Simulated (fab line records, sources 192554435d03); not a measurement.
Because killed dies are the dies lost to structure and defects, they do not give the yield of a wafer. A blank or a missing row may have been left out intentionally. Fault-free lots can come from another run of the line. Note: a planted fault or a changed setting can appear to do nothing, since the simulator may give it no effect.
Chamber matching    flow n5_finfet    cvd_co-01 running N5_BEOL_M2_PRE_CLEAN_60: 3 sister chambers
The step time 15 s. 6 wafers are shown with their chamber, then 11 later ones without.

== EACH WAFER AND ITS CHAMBER ==
wafer   chamber  heater_power_outer_w (W)  heater_power_w (W)
L081.6  0        17                        91
L082.4  2        13                        75
L083.3  0        18                        93
L083.5  1        31                        84
L083.6  2        13                        75
L086.2  1        31                        85

== WAFERS WHOSE CHAMBER IS MISSING ==
wafer   heater_power_outer_w (W)  heater_power_w (W)
L086.3  13                        75
L086.6  18                        92
L088.1  18                        91
L088.2  32                        84
L088.3  13                        75
L089.1  13                        75
L089.3  18                        94
L089.5  18                        93
L094.1  18                        95
L094.2  31                        87
L094.4  18                        93

== THE CHAMBER EACH PASSED THROUGH ==
wafer   from the rows above  in truth
L086.3  2                    2
L086.6  0                    0
L088.1  0                    0
L088.2  1                    1
L088.3  2                    2
L089.1  2                    2
L089.3  0                    0
L089.5  0                    0
L094.1  0                    0
L094.2  1                    1
L094.4  0                    0
Placed correctly: 11 of 11. Left unplaced by these rows: 0. Placed wrongly: 0.
How it was worked out, from the rows above alone: a wafer's distance from a chamber is the root of the sum, over the readings, of the square of ((its reading less the chamber's mean) divided by the reading's scatter). The wafer belongs to the nearest chamber; if the next one is less than 2 further off, it can't be placed. A chamber's mean is the mean of its shown wafers. How the scatter is found: for the shown wafers, subtract from each reading the mean of its chamber, square and add these, divide the total by (wafers less chambers), then take the root.
